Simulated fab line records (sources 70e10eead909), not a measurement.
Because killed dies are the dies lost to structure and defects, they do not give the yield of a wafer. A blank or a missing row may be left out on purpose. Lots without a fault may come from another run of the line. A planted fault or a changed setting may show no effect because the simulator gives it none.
Chamber matching    flow nand_harc    NHARC_A_CONTACT_DEP_29 on pecvd-04: 3 sister chambers
The step deposits SiON, target thk 100 nm. 3 wafers are shown with their chamber, then 9 later ones without.

WAFERS PAIRED WITH THEIR CHAMBERS
wafer   chamber  heater_power_w (W)
L081.6  1        650
L083.4  0        828
L083.6  2        749

WAFERS WITHOUT THEIR CHAMBER
wafer   heater_power_w (W)
L086.2  660
L086.4  693
L086.6  817
L093.1  670
L093.2  600
L093.4  710
L094.1  606
L094.2  655
L094.4  700

WHICH CHAMBER EACH ONE RAN IN
wafer    from the rows above       in truth
L086.2   1                         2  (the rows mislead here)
L086.4   can't be placed: 1 or 2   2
L086.6   can't be placed: 0 or 2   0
L093.1   can't be placed: 1 or 2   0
L093.2   1                         1
L093.4   can't be placed: 2 or 1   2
L094.1   1                         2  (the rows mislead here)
L094.2   1                         1
L094.4   can't be placed: 2 or 1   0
Correctly placed: 2 of 9. Cannot be placed on the basis of these rows: 5; the candidates contain the true chamber in 3. 2 placed wrongly.
How it was worked out, from the rows above alone: a wafer's distance from a chamber is the root of the sum, over the readings, of the square of ((its reading less the chamber's mean) divided by the reading's scatter). The wafer belongs to the nearest chamber; if the next one is less than 2 further off, it can't be placed. The mean given for a chamber averages the wafers shown for that chamber. The scatter (one wafer shown for each chamber): square how far every hidden wafer sits from the nearest shown wafer, average those squares and take the square root.
